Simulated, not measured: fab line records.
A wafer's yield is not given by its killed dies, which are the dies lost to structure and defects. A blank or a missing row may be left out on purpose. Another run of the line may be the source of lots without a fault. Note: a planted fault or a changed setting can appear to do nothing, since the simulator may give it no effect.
Chamber matching ; flow n5 finfet ; N5_BEOL_M3_STRIP_19 on rie diel-04: 4 sister chambers
The step strips in O2. 20 wafers are shown with their chamber, then 10 later ones without.

WAFERS PAIRED WITH THEIR CHAMBERS
wafer;chamber;showerhead plenum p Torr (Torr);drypump motor current A (A);throttle valve pct (%)
L080.3;0;2.14;5.7;17.2
L080.4;3;2.01;6.6;17.0
L080.5;3;2.01;6.6;17.1
L086.1;2;2.16;5.7;16.8
L086.3;3;2.01;6.6;17.1
L086.5;1;2.11;6.5;16.7
L087.1;0;2.14;5.8;16.8
L087.2;2;2.16;5.7;16.8
L087.3;3;2.01;6.6;17.1
L087.4;3;2.01;6.6;17.1
L087.5;2;2.16;5.7;16.8
L087.6;0;2.14;5.7;16.8
L088.1;2;2.16;5.7;16.8
L088.2;0;2.14;5.8;16.8
L088.3;3;2.00;6.6;17.1
L088.4;1;2.11;6.5;16.7
L088.5;3;2.00;6.6;17.1
L088.6;2;2.16;5.7;16.8
L090.2;3;2.01;6.6;17.1
L090.3;0;2.14;5.7;16.8

SIGNATURES (means of the wafers above)
reading;chamber 0;chamber 1;chamber 2;chamber 3;scatter within a chamber
showerhead plenum p Torr;2.1400;2.1100;2.1600;2.0075;0.00306
drypump motor current A;5.740;6.500;5.700;6.600;0.0274
throttle valve pct;16.880;16.700;16.800;17.088;0.0924
Rule: distance of a wafer from a chamber = root of the sum over the readings of ((wafer's reading minus chamber's mean) / reading's scatter) squared. If the next closest chamber is less than 2 further off than the closest, the wafer can't be placed; otherwise it belongs to the closest. The scatter is the square root of a quotient: the sum, over the shown wafers, of each reading's squared deviation from its chamber's mean, divided by wafers minus chambers.

WAFERS WITH NO CHAMBER GIVEN
wafer;showerhead plenum p Torr (Torr);drypump motor current A (A);throttle valve pct (%)
L090.5;2.11;6.5;16.7
L093.3;2.10;6.5;16.7
L093.4;2.00;6.6;17.1
L093.6;2.10;6.5;16.7
L094.1;2.10;6.5;16.7
L094.5;2.00;6.6;17.1
L094.6;2.13;5.7;16.8
L095.2;2.15;5.7;16.8
L095.3;2.13;5.7;16.8
L095.4;2.10;6.5;16.7

WHICH CHAMBER EACH WENT THROUGH
wafer;from the rows above;in truth
L090.5;1;1
L093.3;1;1
L093.4;3;3
L093.6;1;1
L094.1;1;1
L094.5;3;3
L094.6;0;0
L095.2;can't be placed: 2 or 0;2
L095.3;0;0
L095.4;1;1
Correctly placed: 9 of 10. Unplaceable from these rows: 1, with the true chamber sitting among the candidates in 1. Number placed wrongly: 0.
